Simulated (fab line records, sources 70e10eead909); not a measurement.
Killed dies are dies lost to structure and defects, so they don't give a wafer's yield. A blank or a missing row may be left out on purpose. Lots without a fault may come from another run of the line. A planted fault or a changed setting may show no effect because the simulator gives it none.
fab line records | flow nand_harc | part 1 of 2: steps 1 to 30 of 37
record lots=5 wafers=15 last_day=25
route steps=1159 shown P_GATE@201 P_CONTACT@217
lots that met no fault: from a run of the same line without faults
start_h: hours from the record's first day to the start of the lot's first wafer shown | wait_h: hours since the lot's step before | " the same as in the row above | L1.1+2: a row that stands for several wafers | - no value, or no start given | * or withheld: withheld | < > ~ a bound
route shown NAME@n: a module of which the file shows steps, and the number in the route of the first | usual: mean/standard deviation of fault-free wafers | same: alike in all rows | chamber/n: place in a boat | sites: the reading at each site | _std_site: their standard deviation | _edge_site: outer sites' mean less inner sites' | radius_mm: how far each site lies from the wafer's centre | mask NAME#n: copy n | behind: the tool/chamber that last shaped the wafer | hold: why the lot was held/for how many hours/how that ended | device: the transistor (n, p or np) that didn't switch | end of line: the same wafers' tests at the end of the route | a step without rows: its recipe alone | killed: dies lost to structure and defects at the first sort, not the wafer's yield | map: a wafer's dies, x killed, . not, _ none there
set.NAME: the setting as run; set.NAME@STEP: as run at that earlier step | model.NAME: the simulator's own value behind a step, which no gauge read
lots at some steps of the route; a table a step, a row a wafer
services: from which hour (start_h, from the record's first day; less than 0 if before it) a tool's chamber was out of use, for how many hours, and why
## steps
# step NHARC_P_GATE_HARDBAKE_92
# recipe temp_c=125 time_s=80
# usual heater_power_total_W=184.1/0.73
# columns lot.wafer tool chamber start_h wait_h heater_power_total_W
L085.1 litho_track-07 0 166.04 - 184.6
L085.4 " 0 " " 183.9
L085.5 " 0 " " 183.8
L087.2 litho_track-02 0 180.06 - 184.9
L087.3 " 0 " " 184.8
L087.4 " 0 " " 183.3
L089.2 litho_track-02 0 187.60 - 183.3
L089.5 " 0 " " 184.0
L089.6 " 0 " " 184.8
L094.4 litho_track-07 0 227.78 - 183.7
L094.5 " 0 " " 185.0
L094.6 " 0 " " 184.8
L097.2 litho_track-07 0 238.03 - 182.9
L097.3 " 0 " " 184.7
L097.6 " 0 " " 183.3
# step NHARC_P_GATE_DESCUM_93
# recipe time_s=3 o2_flow_sccm=200 ar_flow_sccm=0 bias_power_w=0 chemistry=O2
# usual drypump_motor_current_A=5.6/0.55 oes_product_au=1.005/0.019 rf_vpp_V=57.7/0.94 showerhead_plenum_p_Torr=1.91/0.073 throttle_valve_pct=11.311/0.0092
# columns lot.wafer tool chamber start_h wait_h drypump_motor_current_A oes_product_au rf_hours_counter_h rf_vpp_V showerhead_plenum_p_Torr throttle_valve_pct
L085.1 rie_diel-03 1 166.15 - 4.9 1.007 37 57.9 1.97 11.294
L085.4 " 2 " " 5.2 1.033 42 59.0 1.99 11.334
L085.5 " 1 " " 4.9 0.997 - 58.8 1.97 11.312
L087.3 rie_diel-12 3 180.13 - 5.3 0.992 53 58.0 1.96 11.308
L087.4 " 1 " " 5.9 0.982 52 56.5 1.85 11.306
L087.2 " 2 " " 6.1 0.978 53 58.7 2.02 11.309
L089.2 rie_diel-10 0 187.70 - 5.3 0.991 0 59.1 1.98 11.314
L089.5 " 2 " " 5.3 1.022 - 58.6 1.79 11.305
L089.6 " 3 " " 5.5 0.972 - 56.5 1.82 11.310
L094.4 rie_diel-03 3 227.87 - 6.0 1.012 2 56.5 1.90 11.304
L094.5 " 1 " " 4.9 0.999 - 56.6 1.96 11.301
L094.6 " 2 " " 5.2 1.008 - 58.3 1.98 11.312
L097.3 rie_diel-12 3 238.13 - 5.3 1.005 8 58.4 1.96 11.320
L097.2 " 0 " " 5.6 0.979 9 58.1 1.97 11.312
L097.6 " 1 " " 5.8 0.996 - 57.0 1.85 11.304
# step NHARC_P_GATE_IMPLANT_94
# recipe energy_kev=60 dose_cm2=2e+15 tilt_deg=7
# usual tilt_deg=7.000/0.017
# columns lot.wafer tool chamber start_h wait_h tilt_deg
L085.1 implanter-01 0 166.29 0.1 7.024
L085.4 " 0 " " 6.991
L085.5 " 0 " " 6.968
L087.2 implanter-01 0 180.33 0.1 7.031
L087.3 " 0 " " 6.993
L087.4 " 0 " " 7.035
L089.2 implanter-01 0 187.85 0.1 7.005
L089.5 " 0 " " 6.984
L089.6 " 0 " " 7.022
L094.4 implanter-02 0 228.08 0.2 7.007
L094.5 " 0 " " 6.992
L094.6 " 0 " " 6.986
L097.2 implanter-02 0 238.34 0.2 6.972
L097.3 " 0 " " 7.012
L097.6 " 0 " " 7.010
# step NHARC_P_GATE_STRIP_113
# recipe power_w=1500 temp_c=110 time_s=740 chemistry=N2/H2
# usual drypump_motor_current_A=5.3/0.42 heater_power_w=91/4.4
# columns lot.wafer tool chamber start_h wait_h drypump_motor_current_A heater_power_w rf_hours_counter_h
L085.1 plasma_asher-01 0 166.51 0.2 5.7 93 17
L085.4 " 0 " " 5.6 95 -
L085.5 " 1 " " 5.2 86 -
L087.2 plasma_asher-01 1 180.64 0.3 5.2 88 22
L087.3 " 0 " " 5.7 94 -
L087.4 " 1 " " 5.2 86 -
L089.2 plasma_asher-01 1 188.14 0.3 5.2 87 27
L089.6 " 1 " " 5.2 87 -
L089.5 " 0 " " 5.7 95 -
L094.4 plasma_asher-02 1 228.57 0.5 5.7 88 -
L094.6 " 0 " " 4.8 98 -
L094.5 " 1 " " 5.8 86 -
L097.2 plasma_asher-02 1 238.66 0.3 5.7 88 16
L097.3 " 1 " " 5.7 87 -
L097.6 " 1 " " 5.8 86 -
# step NHARC_P_GATE_STRIP_95
# recipe power_w=1500 temp_c=250 chemistry=O2
# usual drypump_motor_current_A=5.3/0.42 heater_power_w=342/17
# columns lot.wafer tool chamber start_h wait_h drypump_motor_current_A heater_power_w rf_hours_counter_h
L085.1 plasma_asher-01 0 167.22 0.6 5.7 352 17
L085.4 " 0 " " 5.7 352 -
L085.5 " 1 " " 5.2 330 -
L087.2 plasma_asher-01 1 181.24 0.5 5.2 328 23
L087.3 " 0 " " 5.7 357 -
L087.4 " 1 " " 5.2 322 -
L089.2 plasma_asher-01 1 188.85 0.6 5.2 324 27
L089.6 " 1 " " 5.2 327 -
L089.5 " 0 " " 5.7 353 -
L094.4 plasma_asher-02 1 228.96 0.3 5.8 315 -
L094.6 " 0 " " 4.8 371 -
L094.5 " 1 " " 5.8 324 -
L097.2 plasma_asher-02 1 239.26 0.5 5.7 330 17
L097.3 " 1 " " 5.8 318 -
L097.6 " 1 " " 5.8 326 -
# step NHARC_P_GATE_STRIP_96
# recipe time_s=900 temp_c=130 chemistry=SPM
# columns lot.wafer tool chamber start_h wait_h
L085.4+5+1 wet_bench-06 1,2,4 167.44 0.2
L087.4+2+3 wet_bench-06 6,7,1 181.46 0.2
L089.2+5+6 wet_bench-09 6,0,2 189.07 0.2
L094.5+4+6 wet_bench-06 7,0,1 229.14 0.1
L097.6+2+3 wet_bench-04 0,1,3 239.48 0.2
# step NHARC_P_GATE_RTA_64
# recipe temp_c=1050 time_s=1
# usual anneal_temp_c_max=1053.9/0.84 lamp_power_pct=35/7.1 wafer_temp_C_max=1054.4/1.1
# columns lot.wafer tool chamber start_h wait_h anneal_temp_c_max lamp_power_pct wafer_temp_C_max
L085.1 rtp_anneal-01 0 167.79 - 1054.0 42 1055.4
L085.4 " 0 " " 1054.9 43 1054.5
L085.5 " 0 " " 1053.3 43 1056.4
L087.2 rtp_anneal-02 0 181.83 - 1052.9 28 1054.2
L087.3 " 0 " " 1053.1 28 1053.9
L087.4 " 0 " " 1051.7 28 1053.4
L089.2 rtp_anneal-01 0 189.44 - 1055.1 42 1055.2
L089.5 " 0 " " 1054.5 43 1055.8
L089.6 " 0 " " 1055.1 42 1054.4
L094.4 rtp_anneal-02 0 229.57 - 1053.3 28 1054.3
L094.5 " 0 " " 1052.9 28 1053.9
L094.6 " 0 " " 1053.5 28 1053.7
L097.2 rtp_anneal-02 0 239.84 - 1053.7 28 1053.1
L097.3 " 0 " " 1053.2 28 1055.3
L097.6 " 0 " " 1053.7 28 1053.3
# step NHARC_P_GATE_ETCH_77
# recipe target_depth_a=60 chemistry=dHF material=SiO2
# columns lot.wafer tool chamber start_h wait_h
L085.5+4+1 wet_bench-06 3,5,6 168.00 0.1
L087.3+4+2 wet_bench-09 0,1,4 182.00 0.1
L089.5+6+2 wet_bench-06 5,6,0 189.62 0.1
L094.4+5+6 wet_bench-09 5,7,1 229.69 0.1
L097.6+2+3 wet_bench-06 4,5,1 240.01 0.0
# step NHARC_P_GATE_DEGAS_109
# recipe temp_c=300 time_s=60
# usual heater_power_w=485/47
# columns lot.wafer tool chamber start_h wait_h heater_power_w
L085.1 pvd_sputter-03 - 168.10 0.1 484
L085.4 " - " " 446
L085.5 " - " " 540
L087.2 pvd_sputter-02 - 182.10 0.1 446
L087.4 " - " " 491
L087.3 " - " " 487
L089.2 pvd_sputter-03 - 189.73 0.1 496
L089.5 " - " " 487
L089.6 " - " " 457
L094.4 pvd_sputter-03 - 229.81 0.1 450
L094.6 " - " " 487
L094.5 " - " " 537
L097.2 pvd_sputter-01 - 240.12 0.1 522
L097.3 " - " " 583
L097.6 " - " " 511
# step NHARC_P_GATE_PRE_CLEAN_110
# recipe time_s=30 bias_v=200 gas=Ar
# columns lot.wafer tool chamber start_h wait_h
L085.1+4+5 pvd_sputter-03 - - -
L087.3+4+2 pvd_sputter-02 - - -
L089.2+6+5 pvd_sputter-03 - - -
L094.4+6+5 pvd_sputter-03 - - -
L097.2+3+6 pvd_sputter-01 - - -
# step NHARC_P_GATE_SPUTTER_78
# recipe target_thk_a=100 material=Ni
# columns lot.wafer tool chamber start_h wait_h
L085.1+4+5 pvd_sputter-03 - - -
L087.3+4+2 pvd_sputter-02 - - -
L089.2+6+5 pvd_sputter-03 - - -
L094.4+6+5 pvd_sputter-03 - - -
L097.3+2+6 pvd_sputter-01 - - -
# step NHARC_P_GATE_SPUTTER_79
# recipe target_thk_a=100 material=TiN
# columns lot.wafer tool chamber start_h wait_h
L085.4+1+5 pvd_sputter-03 - - -
L087.3+4+2 pvd_sputter-02 - - -
L089.2+6+5 pvd_sputter-03 - - -
L094.4+6+5 pvd_sputter-03 - - -
L097.2+3+6 pvd_sputter-01 - - -
# step NHARC_P_GATE_RTA_80
# recipe temp_c=300 time_s=30
# usual anneal_temp_c_max=301.2/0.31 lamp_power_pct=2.1/0.42 wafer_temp_C_max=301.3/0.38
# columns lot.wafer tool chamber start_h wait_h anneal_temp_c_max lamp_power_pct wafer_temp_C_max
L085.1 rtp_anneal-02 0 168.49 - 301.7 1.7 301.1
L085.4 " 0 " " 301.0 1.7 301.5
L085.5 " 0 " " 300.8 1.7 301.4
L087.2 rtp_anneal-01 0 182.59 - 301.5 2.5 301.3
L087.3 " 0 " " 301.3 2.5 301.4
L087.4 " 0 " " 301.2 2.5 301.3
L089.2 rtp_anneal-01 0 190.04 - 301.3 2.5 301.2
L089.5 " 0 " " 301.4 2.5 301.4
L089.6 " 0 " " 301.6 2.5 301.1
L094.4 rtp_anneal-01 0 230.20 - 301.2 2.5 301.4
L094.5 " 0 " " 301.1 2.5 301.5
L094.6 " 0 " " 301.4 2.5 301.4
L097.2 rtp_anneal-01 0 240.44 - 301.3 2.5 301.4
L097.3 " 0 " " 301.1 2.5 301.4
L097.6 " 0 " " 301.0 2.5 301.0
# step NHARC_P_GATE_STRIP_67
# recipe time_s=600 temp_c=130 chemistry=SPM
# columns lot.wafer tool chamber start_h wait_h
L085.4+1+5 wet_bench-06 3,4,5 168.70 0.1
L087.3+2+4 wet_bench-04 2,3,4 182.77 0.1
L089.5+2+6 wet_bench-09 6,1,2 190.22 0.1
L094.6+4+5 wet_bench-09 0,2,4 230.32 0.0
L097.3+2+6 wet_bench-04 4,7,0 240.61 0.1
# step NHARC_P_GATE_RTA_82
# recipe temp_c=450 time_s=30
# usual anneal_temp_c_max=451.6/0.38 lamp_power_pct=4.1/0.83 wafer_temp_C_max=452.1/0.54
# columns lot.wafer tool chamber start_h wait_h anneal_temp_c_max lamp_power_pct wafer_temp_C_max
L085.1 rtp_anneal-02 0 168.97 - 452.1 3.3 451.6
L085.4 " 0 " " 451.5 3.3 451.5
L085.5 " 0 " " 451.4 3.3 451.3
L087.2 rtp_anneal-01 0 183.05 - 451.6 5.0 451.7
L087.3 " 0 " " 451.9 5.0 452.3
L087.4 " 0 " " 451.8 5.0 452.5
L089.2 rtp_anneal-01 0 190.50 - 452.1 5.0 452.5
L089.5 " 0 " " 452.2 5.0 452.1
L089.6 " 0 " " 451.6 5.0 452.1
L094.4 rtp_anneal-02 0 230.67 - 451.5 3.3 452.0
L094.5 " 0 " " 452.1 3.3 451.9
L094.6 " 0 " " 452.3 3.3 451.4
L097.2 rtp_anneal-01 0 240.90 - 452.2 5.0 452.2
L097.3 " 0 " " 452.8 5.0 451.9
L097.6 " 0 " " 451.4 5.0 452.2
# step NHARC_P_GATE_INSPECT_68
# usual raw_defect_count=221/84
# columns lot.wafer tool chamber start_h wait_h raw_defect_count
L085.1 defect_inspect-01 - 169.17 0.2 219
L085.4 " - " " 175
L085.5 " - " " 246
L087.2 defect_inspect-01 - 183.22 0.1 169
L087.3 " - " " 234
L087.4 " - " " 134
L089.2 defect_inspect-02 - 190.67 0.1 324
L089.5 " - " " 265
L089.6 " - " " 284
L094.4 defect_inspect-02 - 230.79 0.1 265
L094.5 " - " " 196
L094.6 " - " " 207
L097.2 defect_inspect-01 - 241.07 0.1 282
L097.3 " - " " 181
L097.6 " - " " 208
# step NHARC_P_CONTACT_DEP_30
# recipe target_thk_a=300 temp_c=400 target_thk_nm=30 flow_sccm=200 rf_w=450 material=SiNx
# usual heater_power_w=737/77
# columns lot.wafer tool chamber start_h wait_h heater_power_w
L085.1 pecvd-04 1 169.28 0.1 738
L085.5 " 0 " " 794
L085.4 " 2 " " 587
L087.3 pecvd-01 1 183.33 0.1 845
L087.2 " 2 " " 725
L087.4 " 1 " " 845
L089.2 pecvd-03 2 190.82 0.1 714
L089.5 " 1 " " 726
L089.6 " 2 " " 700
L094.4 pecvd-01 1 230.98 0.2 823
L094.6 " 2 " " 721
L094.5 " 0 " " 689
L097.3 pecvd-03 1 241.18 0.1 858
L097.2 " 2 " " 777
L097.6 " 0 " " 630
# step NHARC_P_CONTACT_DEP_00
# recipe target_thk_a=5000 temp_c=400 pressure_torr=6.5 rf_w=900 teos_flow_sccm=161.4 flow_sccm=2650 target_thk_nm=500 gas=O2 material=SiO2
# usual heater_power_w=579/71 throttle_valve_pct=16.1/0.33
# columns lot.wafer tool chamber start_h wait_h heater_power_w throttle_valve_pct
L085.1 pecvd-04 1 - - 604 15.5
L085.5 " 0 " " 628 15.8
L085.4 " 2 " " 500 16.7
L087.3 pecvd-01 1 - - 579 15.9
L087.2 " 2 " " 562 15.8
L087.4 " 1 " " 622 16.3
L089.2 pecvd-03 2 - - 606 16.2
L089.5 " 1 " " 667 16.5
L089.6 " 2 " " 612 16.3
L094.4 pecvd-01 1 - - 714 16.5
L094.6 " 2 " " 635 15.9
L094.5 " 0 " " 559 16.4
L097.3 pecvd-03 1 - - 605 16.7
L097.2 " 2 " " 625 16.2
L097.6 " 0 " " 522 16.2
# step NHARC_P_CONTACT_CMP_01
# recipe target_thk_nm=200 material=SiO2
# usual motor_current_A=11.6/1.2
# columns lot.wafer tool chamber start_h wait_h motor_current_A
L085.4 cmp-02 0 169.97 - 12.0
L085.1 " 1 " " 12.5
L085.5 " 0 " " 10.6
L087.2 cmp-03 2 184.02 - 13.3
L087.3 " 3 " " 12.1
L087.4 " 0 " " 10.8
L089.2 cmp-03 0 191.50 - 11.3
L089.5 " 2 " " 13.8
L089.6 " 3 " " 11.5
L094.4 cmp-04 3 231.57 - 9.6
L094.5 " 3 " " 9.5
L094.6 " 0 " " 10.3
L097.2 cmp-02 3 241.90 - 12.0
L097.3 " 0 " " 10.7
L097.6 " 1 " " 12.9
# step NHARC_P_CONTACT_SRD_03
# columns lot.wafer tool chamber start_h wait_h
L085.1+4+5 wet_bench-05 4,5,0 170.25 0.0
L087.2+4+3 wet_bench-05 5,0,1 184.30 0.0
L089.5+6+2 wet_bench-03 3,5,7 191.75 0.0
L094.4+6+5 wet_bench-05 5,6,7 231.88 0.0
L097.2+6+3 wet_bench-03 1,2,3 242.14 0.0
# step NHARC_P_CONTACT_DEHYDRATE_04
# recipe temp_c=150 time_s=120
# usual heater_power_total_W=182.4/1.2
# columns lot.wafer tool chamber start_h wait_h heater_power_total_W
L085.1 litho_track-06 0 170.33 0.1 182.4
L085.4 " 0 " " 181.9
L085.5 " 0 " " 180.4
L087.2 litho_track-04 0 184.38 0.1 183.7
L087.3 " 0 " " 181.7
L087.4 " 0 " " 181.0
L089.2 litho_track-01 0 191.82 0.1 183.9
L089.5 " 0 " " 181.0
L089.6 " 0 " " 183.0
L094.4 litho_track-01 0 231.95 0.1 182.7
L094.5 " 0 " " 181.3
L094.6 " 0 " " 183.5
L097.2 litho_track-06 0 242.23 0.1 184.6
L097.3 " 0 " " 184.0
L097.6 " 0 " " 181.1
# step NHARC_P_CONTACT_HMDS_05
# recipe time_s=30
# columns lot.wafer tool chamber start_h wait_h
L085.1+4+5 litho_track-06 0 - -
L087.2+3+4 litho_track-04 0 - -
L089.2+5+6 litho_track-01 0 - -
L094.4+5+6 litho_track-01 0 - -
L097.2+3+6 litho_track-06 0 - -
# step NHARC_P_CONTACT_COAT_33
# recipe temp_c=260 time_s=75
# usual heater_power_total_W=486.9/1.6
# columns lot.wafer tool chamber start_h wait_h heater_power_total_W
L085.1 litho_track-06 0 - - 488.3
L085.4 " 0 " " 487.3
L085.5 " 0 " " 489.1
L087.2 litho_track-04 0 - - 487.2
L087.3 " 0 " " 489.2
L087.4 " 0 " " 485.9
L089.2 litho_track-01 0 - - 486.5
L089.5 " 0 " " 486.0
L089.6 " 0 " " 489.1
L094.4 litho_track-01 0 - - 486.5
L094.5 " 0 " " 485.4
L094.6 " 0 " " 488.4
L097.2 litho_track-06 0 - - 484.4
L097.3 " 0 " " 487.9
L097.6 " 0 " " 484.9
# step NHARC_P_CONTACT_COAT_34
# recipe temp_c=225 time_s=65
# usual heater_power_total_W=447.1/1.9
# columns lot.wafer tool chamber start_h wait_h heater_power_total_W
L085.1 litho_track-06 0 - - 446.2
L085.4 " 0 " " 444.4
L085.5 " 0 " " 446.2
L087.2 litho_track-04 0 - - 446.6
L087.3 " 0 " " 448.3
L087.4 " 0 " " 444.0
L089.2 litho_track-01 0 - - 449.7
L089.5 " 0 " " 449.6
L089.6 " 0 " " 444.0
L094.4 litho_track-01 0 - - 447.9
L094.5 " 0 " " 445.8
L094.6 " 0 " " 444.6
L097.2 litho_track-06 0 - - 445.0
L097.3 " 0 " " 449.9
L097.6 " 0 " " 447.1
# step NHARC_P_CONTACT_COAT_06
# recipe spin_rpm=1500 resist_thk_nm=90
# usual spin_speed_rpm=1500.0/1
# columns lot.wafer tool chamber start_h wait_h spin_speed_rpm
L085.1 litho_track-06 0 - - 1500.0
L085.4 " 0 " " 1499.5
L085.5 " 0 " " 1500.6
L087.2 litho_track-04 0 - - 1499.9
L087.3 " 0 " " 1500.4
L087.4 " 0 " " 1499.9
L089.2 litho_track-01 0 - - 1500.0
L089.5 " 0 " " 1499.2
L089.6 " 0 " " 1501.1
L094.4 litho_track-01 0 - - 1502.7
L094.5 " 0 " " 1502.1
L094.6 " 0 " " 1500.1
L097.2 litho_track-06 0 - - 1500.6
L097.3 " 0 " " 1501.6
L097.6 " 0 " " 1499.6
# step NHARC_P_CONTACT_SOFTBAKE_07
# recipe temp_c=105 time_s=55
# usual heater_power_total_W=188.46/0.13
# columns lot.wafer tool chamber start_h wait_h heater_power_total_W
L085.1 litho_track-06 0 - - 188.41
L085.4 " 0 " " 188.51
L085.5 " 0 " " 188.38
L087.2 litho_track-04 0 - - 188.65
L087.3 " 0 " " 188.50
L087.4 " 0 " " 188.47
L089.2 litho_track-01 0 - - 188.49
L089.5 " 0 " " 188.39
L089.6 " 0 " " 188.45
L094.4 litho_track-01 0 - - 188.47
L094.5 " 0 " " 188.34
L094.6 " 0 " " 188.75
L097.2 litho_track-06 0 - - 188.59
L097.3 " 0 " " 188.44
L097.6 " 0 " " 188.28
# step NHARC_P_CONTACT_EBR_08
# columns lot.wafer tool chamber start_h wait_h
L085.1+4+5 litho_track-06 0 - -
L087.2+3+4 litho_track-04 0 - -
L089.2+5+6 litho_track-01 0 - -
L094.4+5+6 litho_track-01 0 - -
L097.2+3+6 litho_track-06 0 - -
# step NHARC_P_CONTACT_EXPOSE_09
# recipe na=1.35 target_cd_nm=90 dose_mj=81.26 mask_id=P_CA
# columns lot.wafer tool chamber start_h wait_h mask
L085.1+4+5 arfi_scanner-02 0 170.64 - P_CA#0
L087.2+3+4 arfi_scanner-03 0 184.69 - P_CA#0
L089.2+5+6 arfi_scanner-02 0 192.01 - P_CA#0
L094.4+5+6 arfi_scanner-01 0 232.27 - P_CA#0
L097.2+3+6 arfi_scanner-02 0 242.42 - P_CA#0
# step NHARC_P_CONTACT_PEB_10
# recipe peb_temp_c=100 peb_time_s=65
# usual heater_power_total_W=156.6/0.4
# columns lot.wafer tool chamber start_h wait_h heater_power_total_W
L085.1 litho_track-04 0 170.70 0.1 157.0
L085.4 " 0 " " 156.3
L085.5 " 0 " " 156.8
L087.2 litho_track-01 0 184.75 0.1 156.4
L087.3 " 0 " " 157.1
L087.4 " 0 " " 156.0
L089.2 litho_track-04 0 192.07 0.1 157.1
L089.5 " 0 " " 156.5
L089.6 " 0 " " 156.2
L094.4 litho_track-06 0 232.32 0.0 157.1
L094.5 " 0 " " 156.6
L094.6 " 0 " " 156.0
L097.2 litho_track-01 0 242.48 0.1 156.9
L097.3 " 0 " " 156.4
L097.6 " 0 " " 157.0
# step NHARC_P_CONTACT_DEVELOP_11
# recipe develop_time_s=35 dev_temp_c=23
# columns lot.wafer tool chamber start_h wait_h
L085.1+4+5 litho_track-04 0 - -
L087.2+3+4 litho_track-01 0 - -
L089.2+5+6 litho_track-04 0 - -
L094.4+5+6 litho_track-06 0 - -
L097.2+3+6 litho_track-01 0 - -
